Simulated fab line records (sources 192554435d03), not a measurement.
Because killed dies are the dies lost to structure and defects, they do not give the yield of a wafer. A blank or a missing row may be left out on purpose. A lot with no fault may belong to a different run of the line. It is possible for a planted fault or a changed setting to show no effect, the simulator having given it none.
A lot that was struck, set against a sound lot + flow n5 finfet + 17 out of 1938 route steps
Sound: these wafers, L870.2, L870.4, L870.6. Struck: wafer L889.1. (L889.3, L889.4 of the same lot were not struck and are left out.) The cause comes at the end.
Per side, at each step with rows, come the tool, then ch with its chambers, and then its first start. Under that, the readings that differ: sound wafers + struck wafers + difference of the means + sigmas: that difference in standard deviations of wafers without a fault.
alike: a reading whose means differ by less than 2 such deviations, as well as words and numbers matching on both sides. not compared: withheld readings; readings where some wafer has no value; bounds like >300 that might hide an equal value; numbers whose values overlap and for which the record gives no deviation.
A row with sigmas, a row that says differs or no value, or rows on one side alone: a step with any of these is where the two part. Non-overlapping numbers with no deviation appear without sigmas and do not part them. A reading missing from all wafers of one side parts the sides only when that side holds two or more wafers.

first, 2 steps without rows for these wafers: N5_BEOL_M15_ETCH_61 (etches BARC in N2/H2, target depth 89 nm, overetch 26.7 nm, time 67.9 s); N5_BEOL_M15_TRENCH_ETCH_34 (etches SiO2 in C4F8/O2/Ar, target depth 872.93 nm, time 199 s).
N5_BEOL_M15_STRIP_36: strips in O2.
  sound on rie diel-04 ch 1,2,3, day 12 07:13; struck on rie diel-05 ch 1, day 16 12:14
  alike: drypump motor current A, oes product au, rf vpp V, showerhead plenum p Torr, temp c, throttle valve pct
  not compared: rf hours counter h
N5_BEOL_M15_STRIP_62: strips in O2.
  sound on rie diel-04 ch 1,2,3; struck on rie diel-05 ch 1
| reading    | sound             | struck | difference | sigmas |
|------------|-------------------|--------|------------|--------|
| temp c (C) | 59.86 59.71 59.98 | 60.29  | +0.44      | +3     |
  alike: drypump motor current A, oes product au, rf vpp V, showerhead plenum p Torr, throttle valve pct
  not compared: rf hours counter h
then, 1 step without rows for these wafers: N5_BEOL_M15_STRIP_37 (strips in O2).
N5_BEOL_M15_ETCH_38: etches SiCN in CF4/N2, target depth 106.4 nm, time 120.5 s.
  sound on rie diel-04 ch 1,2,3; struck on rie diel-05 ch 1
  alike: bias w, drypump motor current A, oes product au, rf vpp V, showerhead plenum p Torr, throttle valve pct
  not compared: rf hours counter h
then, 3 steps without rows for these wafers: N5_BEOL_M15_PRECLEAN_39 (cleans in residue remover, time 60 s); N5_BEOL_M15_SRD_40 (time 30 s, dry time 30 s); N5_BEOL_M15_DEGAS_41 (time 60 s).
N5_BEOL_M15_PRE_CLEAN_42: time 30 s.
  sound on pvd sputter-03 at day 12 08:16; struck on pvd sputter-03 at day 16 12:49
  alike: heater power w
then, 1 step without rows for these wafers: N5_BEOL_M15_SPUTTER_43 (material TaN, target thk 15 nm, time 24.19 s).
N5_BEOL_M15_SPUTTER_44: material Ta, target thk 15 nm, time 24.19 s.
  sound on pvd sputter-03 at day 12 08:23; struck on pvd sputter-03 at day 16 12:56
| reading                                     | sound        | struck | difference | sigmas |
|---------------------------------------------|--------------|--------|------------|--------|
| model.Ta_of_BEOL_M15_SPUTTER_44.thk nm (nm) | 15 14.8 14.8 | 20.2   | +5.3       |        |
  alike: throttle valve pct
N5_BEOL_M15_SPUTTER_45: material Cu, target thk 100 nm, time 16.67 s.
  sound on pvd sputter-03 at day 12 08:28; struck on pvd sputter-03 at day 16 13:01
  alike: throttle valve pct
then, 2 steps without rows for these wafers: N5_BEOL_M15_ECD_47 (material Cu, target thk 1860 nm); N5_BEOL_M15_ANNEAL_48 (time 90 s).
N5_BEOL_M15_CMP_49: polishes, stops on SiO2, t overpolish 4.9 s, target thk 850 nm.
  sound on cmp-01 ch 0,1,3, day 12 09:12; struck on cmp-04 ch 1, day 16 13:47
| reading                      | sound             | struck | difference | sigmas |
|------------------------------|-------------------|--------|------------|--------|
| barrier field endpoint s (s) | 11.76 11.14 11.45 | 13.67  | +2.22      | +9     |
  alike: motor current A
  not compared: pad life wafers
N5_BEOL_M15_THK_MEAS_50: measures by xrf.
  sound on film metro-02 at day 12 09:25; struck on film metro-02 at day 16 14:05
  alike: M15_THK

== WHERE THEY PART ==
First at N5_BEOL_M15_STRIP_62; last, within this record, at N5_BEOL_M15_CMP_49. Later steps at which nothing parts them and some readings are alike: N5_BEOL_M15_THK_MEAS_50.

WHY: whatever the simulator had introduced
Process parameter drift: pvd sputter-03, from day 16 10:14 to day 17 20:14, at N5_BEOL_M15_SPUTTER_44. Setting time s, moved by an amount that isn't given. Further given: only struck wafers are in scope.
